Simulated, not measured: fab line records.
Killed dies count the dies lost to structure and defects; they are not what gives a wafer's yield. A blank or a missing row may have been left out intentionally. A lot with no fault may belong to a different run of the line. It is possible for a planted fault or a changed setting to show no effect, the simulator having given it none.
Matching of chambers || flow n5Finfet || 3 sister chambers for N5_BEOL_M11_CURE_71 on uvCure-02
The step cures SiCOH lowk, time 240 s. 3 wafers are shown with their chamber, then 10 later ones without.

WAFERS, EACH WITH ITS CHAMBER
{"wafer": "L090.6", "chamber": 2, "wafer_temp_C_max": 387.4}
{"wafer": "L092.5", "chamber": 0, "wafer_temp_C_max": 387.7}
{"wafer": "L095.4", "chamber": 1, "wafer_temp_C_max": 386.6}

WAFERS WITH NO CHAMBER GIVEN
{"wafer": "L095.6", "wafer_temp_C_max": 386.7}
{"wafer": "L095.2", "wafer_temp_C_max": 386.9}
{"wafer": "L095.3", "wafer_temp_C_max": 386.8}
{"wafer": "L095.5", "wafer_temp_C_max": 386.6}
{"wafer": "L097.1", "wafer_temp_C_max": 386.9}
{"wafer": "L097.3", "wafer_temp_C_max": 386.6}
{"wafer": "L097.6", "wafer_temp_C_max": 386.8}
{"wafer": "L097.2", "wafer_temp_C_max": 386.6}
{"wafer": "L097.4", "wafer_temp_C_max": 386.5}
{"wafer": "L097.5", "wafer_temp_C_max": 386.4}

WHICH CHAMBER EACH WENT THROUGH
{"wafer": "L095.6", "from the rows above": 1, "in truth": 1}
{"wafer": "L095.2", "from the rows above": "can't be placed: 1 or 2", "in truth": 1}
{"wafer": "L095.3", "from the rows above": 1, "in truth": 1}
{"wafer": "L095.5", "from the rows above": 1, "in truth": 1}
{"wafer": "L097.1", "from the rows above": "can't be placed: 1 or 2", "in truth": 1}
{"wafer": "L097.3", "from the rows above": 1, "in truth": 1}
{"wafer": "L097.6", "from the rows above": 1, "in truth": 1}
{"wafer": "L097.2", "from the rows above": 1, "in truth": 1}
{"wafer": "L097.4", "from the rows above": 1, "in truth": 1}
{"wafer": "L097.5", "from the rows above": 1, "in truth": 1}
Correctly placed: 8 of 10. Not placeable from these rows: 2 (in 2, the candidates include the true chamber). 0 placed wrongly.
How it was worked out, from the rows above alone: a wafer's distance from a chamber is the root of the sum, over the readings, of the square of ((its reading less the chamber's mean) divided by the reading's scatter). If the next closest chamber is less than 2 further off than the closest, the wafer can't be placed; otherwise it belongs to the closest. For every chamber, the mean is computed from those of its wafers that are shown. The scatter (one wafer shown for each chamber): square how far every hidden wafer sits from the nearest shown wafer, average those squares and take the square root.
